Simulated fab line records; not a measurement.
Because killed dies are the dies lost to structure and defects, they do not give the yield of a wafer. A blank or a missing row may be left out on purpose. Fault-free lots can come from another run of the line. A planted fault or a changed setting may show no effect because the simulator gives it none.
A sampling plan put to the test ; flow nand_harc ; one fab line, 47 faults that these records tell of, each judged on the records of the lots that it struck
The plan consists of the line's own looks: route steps at which the wafer is read by a gauge or an inspection but not changed. Where struck wafers have a number at a look and the file lists that look's usual mean and standard deviation on fault-free wafers, the look can be judged. Caught: a look later than the fault's first step finds the struck wafers' mean 4 or more of those standard deviations (sigma) from the usual mean. On the tool: the fault's steps, tested the same way using the tool's own readings. Caught also covers a different recipe on the struck wafers, or a record left blank for those wafers only.

THE FAULTS, as the simulator had put them in
1. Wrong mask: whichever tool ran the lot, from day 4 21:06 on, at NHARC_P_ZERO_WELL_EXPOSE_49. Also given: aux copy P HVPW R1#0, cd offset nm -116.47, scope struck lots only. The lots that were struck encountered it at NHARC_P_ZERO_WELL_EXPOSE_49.
2. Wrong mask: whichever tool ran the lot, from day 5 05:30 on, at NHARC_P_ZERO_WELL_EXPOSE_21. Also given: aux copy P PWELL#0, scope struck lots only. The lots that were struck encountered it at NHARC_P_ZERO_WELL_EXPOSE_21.
3. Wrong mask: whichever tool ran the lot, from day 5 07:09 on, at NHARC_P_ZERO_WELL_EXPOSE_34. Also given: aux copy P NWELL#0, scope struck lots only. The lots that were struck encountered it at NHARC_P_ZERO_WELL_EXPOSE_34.
4. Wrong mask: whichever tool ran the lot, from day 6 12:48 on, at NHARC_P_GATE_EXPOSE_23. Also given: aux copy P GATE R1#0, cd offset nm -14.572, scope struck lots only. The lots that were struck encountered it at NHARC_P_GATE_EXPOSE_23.
5. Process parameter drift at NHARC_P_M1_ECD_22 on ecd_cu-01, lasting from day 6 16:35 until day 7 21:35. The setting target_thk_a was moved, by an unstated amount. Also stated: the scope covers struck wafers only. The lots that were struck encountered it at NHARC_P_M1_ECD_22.
6. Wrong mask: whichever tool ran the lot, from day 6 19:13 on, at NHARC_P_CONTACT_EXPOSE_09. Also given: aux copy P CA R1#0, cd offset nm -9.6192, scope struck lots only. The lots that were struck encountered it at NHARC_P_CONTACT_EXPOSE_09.
7. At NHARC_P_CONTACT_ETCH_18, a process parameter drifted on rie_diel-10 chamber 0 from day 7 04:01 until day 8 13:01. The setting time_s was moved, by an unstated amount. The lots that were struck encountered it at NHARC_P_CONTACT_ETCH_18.
8. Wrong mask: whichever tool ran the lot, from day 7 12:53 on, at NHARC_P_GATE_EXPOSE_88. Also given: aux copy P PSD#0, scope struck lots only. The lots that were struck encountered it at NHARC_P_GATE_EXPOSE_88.
9. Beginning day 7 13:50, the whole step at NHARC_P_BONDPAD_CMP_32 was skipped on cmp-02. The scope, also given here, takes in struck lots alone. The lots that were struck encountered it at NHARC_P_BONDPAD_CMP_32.
10. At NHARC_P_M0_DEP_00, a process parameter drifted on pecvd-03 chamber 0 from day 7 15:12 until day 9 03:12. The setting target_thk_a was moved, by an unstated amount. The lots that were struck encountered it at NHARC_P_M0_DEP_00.
11. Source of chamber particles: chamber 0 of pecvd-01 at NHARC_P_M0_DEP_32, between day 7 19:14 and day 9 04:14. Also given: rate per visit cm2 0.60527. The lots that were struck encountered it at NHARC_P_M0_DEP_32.
12. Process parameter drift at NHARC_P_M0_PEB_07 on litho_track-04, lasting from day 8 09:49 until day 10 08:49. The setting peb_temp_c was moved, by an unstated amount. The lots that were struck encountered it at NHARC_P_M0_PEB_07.
13. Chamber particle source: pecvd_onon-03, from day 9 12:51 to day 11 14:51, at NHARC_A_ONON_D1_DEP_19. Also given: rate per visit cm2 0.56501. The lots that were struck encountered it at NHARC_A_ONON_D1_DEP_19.
14. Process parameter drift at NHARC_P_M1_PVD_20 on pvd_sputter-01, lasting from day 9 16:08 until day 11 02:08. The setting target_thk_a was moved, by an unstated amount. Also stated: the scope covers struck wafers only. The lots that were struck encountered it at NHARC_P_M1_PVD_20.
15. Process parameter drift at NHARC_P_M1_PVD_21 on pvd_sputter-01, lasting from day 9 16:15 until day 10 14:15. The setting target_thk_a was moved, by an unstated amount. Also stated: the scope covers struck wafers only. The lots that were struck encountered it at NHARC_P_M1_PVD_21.
16. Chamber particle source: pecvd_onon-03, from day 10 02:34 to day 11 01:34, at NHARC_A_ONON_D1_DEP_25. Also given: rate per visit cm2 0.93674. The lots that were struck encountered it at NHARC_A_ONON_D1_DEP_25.
17. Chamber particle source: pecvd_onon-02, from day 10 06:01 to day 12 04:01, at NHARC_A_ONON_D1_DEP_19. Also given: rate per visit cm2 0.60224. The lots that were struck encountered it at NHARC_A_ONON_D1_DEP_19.
18. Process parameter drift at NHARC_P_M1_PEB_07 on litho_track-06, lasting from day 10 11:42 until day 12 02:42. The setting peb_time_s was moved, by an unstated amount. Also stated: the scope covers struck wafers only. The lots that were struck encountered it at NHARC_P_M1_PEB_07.
19. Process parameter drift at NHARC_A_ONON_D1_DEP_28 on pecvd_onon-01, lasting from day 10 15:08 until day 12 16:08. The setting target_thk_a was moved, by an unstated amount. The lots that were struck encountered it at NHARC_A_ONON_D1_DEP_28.
20. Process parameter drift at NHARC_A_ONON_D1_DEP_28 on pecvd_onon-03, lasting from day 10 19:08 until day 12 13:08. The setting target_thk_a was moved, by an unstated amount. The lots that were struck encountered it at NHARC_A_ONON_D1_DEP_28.
21. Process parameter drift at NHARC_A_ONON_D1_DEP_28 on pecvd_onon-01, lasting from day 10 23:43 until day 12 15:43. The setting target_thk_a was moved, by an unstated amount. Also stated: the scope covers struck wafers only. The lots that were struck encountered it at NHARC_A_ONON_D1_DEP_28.
22. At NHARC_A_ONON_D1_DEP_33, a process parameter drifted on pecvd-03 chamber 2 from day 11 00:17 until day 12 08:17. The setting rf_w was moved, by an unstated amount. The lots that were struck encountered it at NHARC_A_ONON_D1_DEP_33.
23. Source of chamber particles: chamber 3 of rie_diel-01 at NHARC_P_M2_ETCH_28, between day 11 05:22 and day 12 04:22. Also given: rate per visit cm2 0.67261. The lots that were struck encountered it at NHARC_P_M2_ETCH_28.
24. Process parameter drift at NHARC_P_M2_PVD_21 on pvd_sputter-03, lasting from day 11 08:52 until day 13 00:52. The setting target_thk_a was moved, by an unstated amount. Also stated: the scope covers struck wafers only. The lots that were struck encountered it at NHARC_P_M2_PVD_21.
25. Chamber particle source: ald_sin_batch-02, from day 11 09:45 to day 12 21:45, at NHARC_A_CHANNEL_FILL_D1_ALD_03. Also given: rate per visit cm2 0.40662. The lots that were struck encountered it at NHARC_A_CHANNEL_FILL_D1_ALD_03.
26. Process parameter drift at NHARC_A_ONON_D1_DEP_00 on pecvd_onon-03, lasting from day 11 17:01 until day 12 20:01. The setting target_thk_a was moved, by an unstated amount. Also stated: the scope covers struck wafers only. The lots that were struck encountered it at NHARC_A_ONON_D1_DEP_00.
27. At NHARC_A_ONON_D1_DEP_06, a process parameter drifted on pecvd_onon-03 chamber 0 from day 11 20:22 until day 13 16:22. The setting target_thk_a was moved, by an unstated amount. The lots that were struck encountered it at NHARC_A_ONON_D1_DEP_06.
28. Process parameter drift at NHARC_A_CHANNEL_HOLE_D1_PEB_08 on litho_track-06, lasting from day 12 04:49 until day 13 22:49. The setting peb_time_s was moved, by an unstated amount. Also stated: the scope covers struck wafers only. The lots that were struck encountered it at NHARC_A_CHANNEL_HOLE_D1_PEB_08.
29. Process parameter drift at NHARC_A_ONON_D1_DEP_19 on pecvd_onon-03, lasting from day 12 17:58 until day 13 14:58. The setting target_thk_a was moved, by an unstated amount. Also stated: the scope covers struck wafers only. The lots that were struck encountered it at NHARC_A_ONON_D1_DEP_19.
30. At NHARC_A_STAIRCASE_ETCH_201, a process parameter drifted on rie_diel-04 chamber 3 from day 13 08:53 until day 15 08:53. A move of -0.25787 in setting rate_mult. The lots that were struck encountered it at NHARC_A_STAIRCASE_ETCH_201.
31. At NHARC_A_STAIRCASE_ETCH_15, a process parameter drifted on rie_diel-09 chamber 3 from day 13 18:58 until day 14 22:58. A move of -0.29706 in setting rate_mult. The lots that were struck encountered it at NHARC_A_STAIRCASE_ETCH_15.
32. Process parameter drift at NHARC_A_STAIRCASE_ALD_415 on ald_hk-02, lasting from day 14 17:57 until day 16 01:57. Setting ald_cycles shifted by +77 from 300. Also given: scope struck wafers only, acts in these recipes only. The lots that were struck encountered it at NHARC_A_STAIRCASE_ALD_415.
33. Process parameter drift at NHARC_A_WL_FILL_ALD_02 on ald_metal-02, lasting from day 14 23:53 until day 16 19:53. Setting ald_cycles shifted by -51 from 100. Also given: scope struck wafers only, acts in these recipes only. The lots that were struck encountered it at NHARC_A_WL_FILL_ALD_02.
34. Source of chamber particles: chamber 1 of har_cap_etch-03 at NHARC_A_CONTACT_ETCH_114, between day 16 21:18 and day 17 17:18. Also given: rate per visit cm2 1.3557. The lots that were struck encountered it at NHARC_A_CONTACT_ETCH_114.
35. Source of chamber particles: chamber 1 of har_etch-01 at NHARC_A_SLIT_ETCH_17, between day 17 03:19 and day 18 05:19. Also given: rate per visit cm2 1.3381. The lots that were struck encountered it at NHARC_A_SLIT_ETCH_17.
36. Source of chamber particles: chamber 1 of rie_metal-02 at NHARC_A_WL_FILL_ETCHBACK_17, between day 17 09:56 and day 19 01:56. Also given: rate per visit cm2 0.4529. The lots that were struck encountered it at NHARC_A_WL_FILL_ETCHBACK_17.
37. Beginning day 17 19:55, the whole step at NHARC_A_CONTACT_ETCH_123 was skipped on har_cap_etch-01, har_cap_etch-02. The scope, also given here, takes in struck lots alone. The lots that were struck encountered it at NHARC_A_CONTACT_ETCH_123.
38. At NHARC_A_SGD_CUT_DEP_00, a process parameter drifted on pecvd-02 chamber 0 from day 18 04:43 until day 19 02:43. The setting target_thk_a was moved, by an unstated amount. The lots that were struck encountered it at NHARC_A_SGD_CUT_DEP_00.
39. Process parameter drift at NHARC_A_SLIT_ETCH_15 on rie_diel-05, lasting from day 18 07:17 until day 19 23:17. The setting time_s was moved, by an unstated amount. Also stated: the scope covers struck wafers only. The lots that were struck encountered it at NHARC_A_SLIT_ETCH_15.
40. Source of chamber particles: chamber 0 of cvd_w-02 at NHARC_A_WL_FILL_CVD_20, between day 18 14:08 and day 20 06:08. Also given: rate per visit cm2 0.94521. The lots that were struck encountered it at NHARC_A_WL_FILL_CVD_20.
41. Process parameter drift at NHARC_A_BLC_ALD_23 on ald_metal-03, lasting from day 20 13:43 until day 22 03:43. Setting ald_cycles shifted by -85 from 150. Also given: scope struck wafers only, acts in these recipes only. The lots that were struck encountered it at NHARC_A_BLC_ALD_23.
42. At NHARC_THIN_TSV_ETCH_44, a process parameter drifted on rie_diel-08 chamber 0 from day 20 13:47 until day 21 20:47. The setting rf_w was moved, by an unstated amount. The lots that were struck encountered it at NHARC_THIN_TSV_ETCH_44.
43. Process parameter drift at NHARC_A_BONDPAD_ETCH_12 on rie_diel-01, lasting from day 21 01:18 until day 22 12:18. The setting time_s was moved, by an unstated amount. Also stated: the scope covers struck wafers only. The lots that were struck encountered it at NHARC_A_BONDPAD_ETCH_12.
44. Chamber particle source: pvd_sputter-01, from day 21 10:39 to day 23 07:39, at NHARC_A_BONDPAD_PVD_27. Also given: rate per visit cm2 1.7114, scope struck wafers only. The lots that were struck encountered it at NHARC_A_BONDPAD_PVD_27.
45. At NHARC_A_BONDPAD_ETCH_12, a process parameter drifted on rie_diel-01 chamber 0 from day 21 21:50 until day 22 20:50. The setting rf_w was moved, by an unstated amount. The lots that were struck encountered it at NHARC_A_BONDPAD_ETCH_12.
46. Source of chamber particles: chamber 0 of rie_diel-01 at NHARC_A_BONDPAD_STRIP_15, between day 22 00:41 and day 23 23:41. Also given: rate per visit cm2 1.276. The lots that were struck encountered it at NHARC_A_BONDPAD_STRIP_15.
47. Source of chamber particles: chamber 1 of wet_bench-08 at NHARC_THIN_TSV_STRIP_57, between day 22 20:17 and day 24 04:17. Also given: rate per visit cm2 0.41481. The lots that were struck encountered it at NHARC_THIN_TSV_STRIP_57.

WHAT THE PLAN SAW
fault;on the tool itself;first look that catches it;reading, sigma;median hours from its first step to that look;hours from the fault's start to the first struck lot there;judged looks passed uncaught
1;under 2 sigma;NHARC_P_ZERO_WELL_CD_MEAS_52;cd_nm -77;0.2;3;0
2;under 2 sigma;NHARC_END_SORT_01;killed_at_periphery +99 or beyond;422.8;423;0
3;under 2 sigma;NHARC_END_SORT_01;killed_at_periphery +99 or beyond;421.2;422;0
4;under 2 sigma;NHARC_P_GATE_CD_MEAS_26;cd_nm -22;0.1;0;0
5;no reading that can be judged;not the one look that can be judged after it;-;-;-;1
6;no reading that can be judged;NHARC_P_CONTACT_CD_MEAS_12;cd_nm -16;0.1;2;0
7;run_length_s -99 or beyond sigma;NHARC_END_SORT_01;killed_at_periphery +99 or beyond;322.4;345;0
8;under 2 sigma;NHARC_END_SORT_01;killed_at_periphery +99 or beyond;327.9;335;0
9;the tool's record is blank for the struck wafers;NHARC_P_BONDPAD_THK_MEAS_33;thk_nm +31;0.2;4;0
10;no reading that can be judged;NHARC_END_SORT_01;killed_at_periphery +99 or beyond;328.4;326;0
11;only faintly: heater_power_w +2.3 sigma;NHARC_P_M1_INSPECT_11;raw_defect_count +99 or beyond;1.3;15;0
12;plate_temp_C -14 sigma;NHARC_P_M0_CD_MEAS_09;cd_nm -12;0.1;3;0
13;no reading that can be judged;NHARC_END_SORT_01;killed_at_array +6.4;277.4;285;1
14;under 2 sigma;NHARC_END_SORT_01;killed_at_periphery +99 or beyond;315.1;310;1
15;under 2 sigma;NHARC_END_SORT_01;killed_at_periphery +99 or beyond;316.5;312;0
16;no reading that can be judged;NHARC_END_SORT_01;killed_dies +6.5;277.7;279;1
17;under 2 sigma;NHARC_END_SORT_01;killed_dies +4.2;258.2;295;1
18;under 2 sigma;NHARC_P_M1_CD_MEAS_09;cd_nm +8.3;0.1;12;0
19;under 2 sigma;NHARC_A_ONON_D1_THK_MEAS_30;thk_nm +50;0.4;5;0
20;under 2 sigma;NHARC_A_ONON_D1_THK_MEAS_30;thk_nm +5.6;0.5;9;0
21;under 2 sigma;NHARC_A_ONON_D1_THK_MEAS_30;thk_nm -51;0.5;4;0
22;rf_fwd_power_W +99 or beyond sigma;NHARC_A_ONON_D1_THK_MEAS_34;thk_nm +9.2;0.3;4;0
23;only faintly: oes_product_au -2.3 sigma;NHARC_END_SORT_01;killed_at_periphery +39;316.7;317;1
24;under 2 sigma;NHARC_END_SORT_01;killed_at_periphery +99 or beyond;312.7;315;0
25;under 2 sigma;not the one look that can be judged after it;strongest: killed_at_array at NHARC_END_SORT_01, +3.8;-;-;1
26;under 2 sigma;NHARC_A_ONON_D1_THK_MEAS_02;thk_nm -69;0.5;5;0
27;no reading that can be judged;NHARC_A_ONON_D1_THK_MEAS_08;thk_nm -39;0.5;8;0
28;under 2 sigma;NHARC_A_CHANNEL_HOLE_D1_CD_MEAS_10;cd_nm +11;0.1;0;0
29;under 2 sigma;NHARC_A_ONON_D1_THK_MEAS_21;thk_nm +68;0.5;7;0
30;oes_product_au -9.0 sigma;NHARC_END_SORT_01;killed_at_array +46;192.9;209;0
31;oes_product_au -15 sigma;NHARC_END_SORT_01;killed_at_array +73;217.2;199;0
32;under 2 sigma;NHARC_END_SORT_01;killed_dies +73;174.3;175;0
33;under 2 sigma;NHARC_END_SORT_01;killed_at_array +73;124.7;131;0
34;no reading that can be judged;NHARC_END_SORT_01;killed_at_array +10;93.8;97;0
35;under 2 sigma;NHARC_A_SIN_REMOVE_INSPECT_04;raw_defect_count +12;9.8;9;0
36;under 2 sigma;NHARC_END_SORT_01;killed_at_array +6.2;88.9;104;1
37;the tool's record is blank for the struck wafers;NHARC_END_SORT_01;killed_at_array +73;75.0;74;0
38;under 2 sigma;NHARC_END_SORT_01;killed_at_array +73;134.9;136;0
39;run_length_s -99 or beyond sigma;NHARC_END_SORT_01;killed_dies +8.3;124.2;132;0
40;under 2 sigma;NHARC_END_SORT_01;killed_at_array +7.5;111.6;119;0
41;under 2 sigma;NHARC_END_SORT_01;killed_at_array +73;47.3;48;0
42;rf_fwd_power_W -99 or beyond sigma;NHARC_END_SORT_01;killed_at_other +99 or beyond;19.7;22;1
43;run_length_s -21 sigma;NHARC_END_SORT_01;sort_bin_2_pct +99 or beyond;33.6;36;1
44;under 2 sigma;NHARC_END_SORT_01;sort_bin_3_pct +25;32.6;34;0
45;rf_fwd_power_W -99 or beyond sigma;NHARC_END_SORT_01;sort_bin_2_pct +99 or beyond;37.6;48;0
46;under 2 sigma;NHARC_END_SORT_01;sort_bin_3_pct +24;37.4;50;0
47;under 2 sigma;NHARC_END_SORT_01;killed_at_other +33;13.7;30;3
A dash: the fault isn't caught, or these records don't give the number.

Caught at a look: 45 of 47. Caught on the tool: 11 of 47. By one or the other: 45 of 47.
Caught at a look alone: faults 1, 2, 3, 4, 6, 8, 10, 11, 13, 14, 15, 16, 17, 18, 19, 20, 21, 23, 24, 26, 27, 28, 29, 32, 33, 34, 35, 36, 38, 40, 41, 44, 46, 47.
Caught by neither: faults 5, 25.

THINNER SAMPLING
Were the look that catches a fault to measure just every second or every third lot (counted by lot number), the first struck lot would, at worst, be measured this late:
fault;struck lots at that look, in order of time;every lot;every second lot;every third lot
1;L252;3 h;may miss it;may miss it
2;L252;423 h;may miss it;may miss it
3;L508;422 h;may miss it;may miss it
4;L547;0 h;may miss it;may miss it
6;L993;2 h;may miss it;may miss it
7;L120;345 h;may miss it;may miss it
8;L809;335 h;may miss it;may miss it
9;L566, L567;4 h;5 h;may miss all 2
10;L261, L262;326 h;331 h;may miss all 2
11;L385;15 h;may miss it;may miss it
12;L411, L413;3 h;may miss all 2;may miss all 2
13;L837, L838;285 h;293 h;may miss all 2
14;L640, L638;310 h;may miss all 2;may miss all 2
15;L864, L862;312 h;may miss all 2;may miss all 2
16;L542, L544;279 h;may miss all 2;may miss all 2
17;L883;295 h;may miss it;may miss it
18;L447;12 h;may miss it;may miss it
19;L667, L668;5 h;13 h;may miss all 2
20;L816, L819;9 h;29 h;may miss all 2
21;L191, L194, L197;4 h;25 h;may miss all 3
22;L262, L265;4 h;25 h;may miss all 2
23;L384, L385;317 h;319 h;may miss all 2
24;L769, L770;315 h;321 h;may miss all 2
26;L739, L742, L743;5 h;21 h;may miss all 3
27;L334, L335;8 h;19 h;may miss all 2
28;L875, L879, L883;0 h;may miss all 3;34 h
29;L136, L137, L138;7 h;10 h;14 h
30;L204;209 h;may miss it;may miss it
31;L595, L596;199 h;239 h;may miss all 2
32;L244, L243, L247;175 h;178 h;may miss all 3
33;L935, L937;131 h;may miss all 2;may miss all 2
34;L317, L319;97 h;may miss all 2;may miss all 2
35;L595, L596;9 h;9 h;may miss all 2
36;L136, L138;104 h;may miss all 2;may miss all 2
37;L462, L463, L464;74 h;79 h;86 h
38;L677, L679;136 h;may miss all 2;may miss all 2
39;L439, L442, L443;132 h;147 h;may miss all 3
40;L392;119 h;may miss it;may miss it
41;L446, L444;48 h;may miss all 2;may miss all 2
42;L562, L563, L567;22 h;31 h;37 h
43;L207, L211, L210;36 h;65 h;may miss all 3
44;L937;34 h;may miss it;may miss it
45;L349;48 h;may miss it;may miss it
46;L788;50 h;may miss it;may miss it
47;L366, L367;30 h;33 h;may miss all 2
Hours: fault start to first struck lot measured. Since the struck wafers were tested as one group against 4 sigma, a single lot by itself may lie under the limit. Other struck lots may not be in these records.

THE LONGEST TIMED WAY FROM STEP TO LOOK
Fault 2: a median of 422.8 hours passes between NHARC_P_ZERO_WELL_EXPOSE_21 and NHARC_END_SORT_01. No look between them can be judged.
